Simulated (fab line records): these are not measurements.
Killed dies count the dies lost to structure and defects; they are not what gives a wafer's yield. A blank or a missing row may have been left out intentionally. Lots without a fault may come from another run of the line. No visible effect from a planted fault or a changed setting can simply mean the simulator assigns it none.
Matching of chambers + flow n5 finfet + N5_BEOL_M9_CURE_71 on uv cure-03: 3 sister chambers
The step cures SiCOH lowk, time 240 s. 30 wafers are shown with their chamber, then 12 later ones without.

== WAFERS WITH THEIR CHAMBER ==
| wafer  | chamber | lamp power pct (%) | wafer_temp_C_max |
|--------|---------|--------------------|------------------|
| L076.2 | 0       | 52.29              | 386.4            |
| L076.4 | 0       | 52.36              | 386.8            |
| L076.6 | 0       | 52.31              | 386.8            |
| L078.3 | 0       | 52.34              | 387.4            |
| L078.4 | 0       | 52.29              | 386.5            |
| L078.5 | 0       | 52.20              | 387.4            |
| L079.1 | 2       | 52.30              | 387.5            |
| L079.2 | 2       | 52.35              | 386.9            |
| L079.6 | 2       | 52.29              | 386.8            |
| L084.1 | 2       | 52.31              | 388.0            |
| L084.4 | 2       | 52.35              | 387.0            |
| L084.5 | 2       | 52.24              | 387.9            |
| L084.2 | 2       | 52.42              | 387.2            |
| L084.3 | 2       | 52.36              | 387.5            |
| L084.6 | 2       | 52.28              | 386.6            |
| L086.1 | 2       | 52.28              | 386.9            |
| L086.2 | 2       | 52.32              | 387.6            |
| L086.3 | 2       | 52.28              | 387.1            |
| L086.4 | 2       | 52.34              | 386.8            |
| L086.5 | 2       | 52.32              | 387.2            |
| L086.6 | 2       | 52.35              | 387.2            |
| L090.2 | 2       | 52.36              | 387.0            |
| L090.3 | 2       | 52.33              | 387.5            |
| L090.5 | 2       | 52.24              | 387.2            |
| L088.1 | 1       | 52.36              | 386.8            |
| L088.4 | 1       | 52.34              | 386.8            |
| L088.6 | 1       | 52.28              | 387.3            |
| L088.2 | 1       | 52.34              | 387.7            |
| L088.3 | 1       | 52.40              | 387.5            |
| L088.5 | 1       | 52.42              | 388.3            |

SIGNATURES (averages over the wafers above)
| reading          | chamber 0 | chamber 1 | chamber 2 | scatter within a chamber |
|------------------|-----------|-----------|-----------|--------------------------|
| lamp power pct   | 52.2983   | 52.3567   | 52.3178   | 0.0484                   |
| wafer_temp_C_max | 386.883   | 387.400   | 387.217   | 0.433                    |
Rule: distance of a wafer from a chamber = root of the sum over the readings of ((wafer's reading minus chamber's mean) / reading's scatter) squared. The wafer belongs to the nearest chamber; if the next one is less than 2 further off, it can't be placed. The scatter is the square root of a quotient: the sum, over the shown wafers, of each reading's squared deviation from its chamber's mean, divided by wafers minus chambers.

== WAFERS MISSING THEIR CHAMBER ==
| wafer  | lamp power pct (%) | wafer_temp_C_max |
|--------|--------------------|------------------|
| L093.2 | 52.35              | 387.0            |
| L093.4 | 52.23              | 387.0            |
| L093.6 | 52.22              | 387.4            |
| L095.2 | 52.25              | 387.1            |
| L095.4 | 52.36              | 386.7            |
| L095.6 | 52.29              | 386.7            |
| L097.1 | 52.37              | 387.2            |
| L097.4 | 52.26              | 387.2            |
| L097.6 | 52.29              | 387.3            |
| L097.2 | 52.35              | 386.9            |
| L097.3 | 52.25              | 387.5            |
| L097.5 | 52.41              | 387.2            |

== WHICH CHAMBER EACH ONE RAN IN ==
| wafer  | from the rows above          | in truth |
|--------|------------------------------|----------|
| L093.2 | can't be placed: 2 or 1 or 0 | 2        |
| L093.4 | can't be placed: 0 or 2 or 1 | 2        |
| L093.6 | can't be placed: 0 or 2 or 1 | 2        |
| L095.2 | can't be placed: 0 or 2 or 1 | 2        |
| L095.4 | can't be placed: 0 or 2 or 1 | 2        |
| L095.6 | can't be placed: 0 or 2 or 1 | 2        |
| L097.1 | can't be placed: 1 or 2 or 0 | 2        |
| L097.4 | can't be placed: 0 or 2 or 1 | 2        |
| L097.6 | can't be placed: 2 or 0 or 1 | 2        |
| L097.2 | can't be placed: 2 or 0 or 1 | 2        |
| L097.3 | can't be placed: 2 or 0 or 1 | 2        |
| L097.5 | can't be placed: 1 or 2 or 0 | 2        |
Correct placement for 0 of the 12. Cannot be placed on the basis of these rows: 12; the candidates contain the true chamber in 12. Placed wrongly: 0.
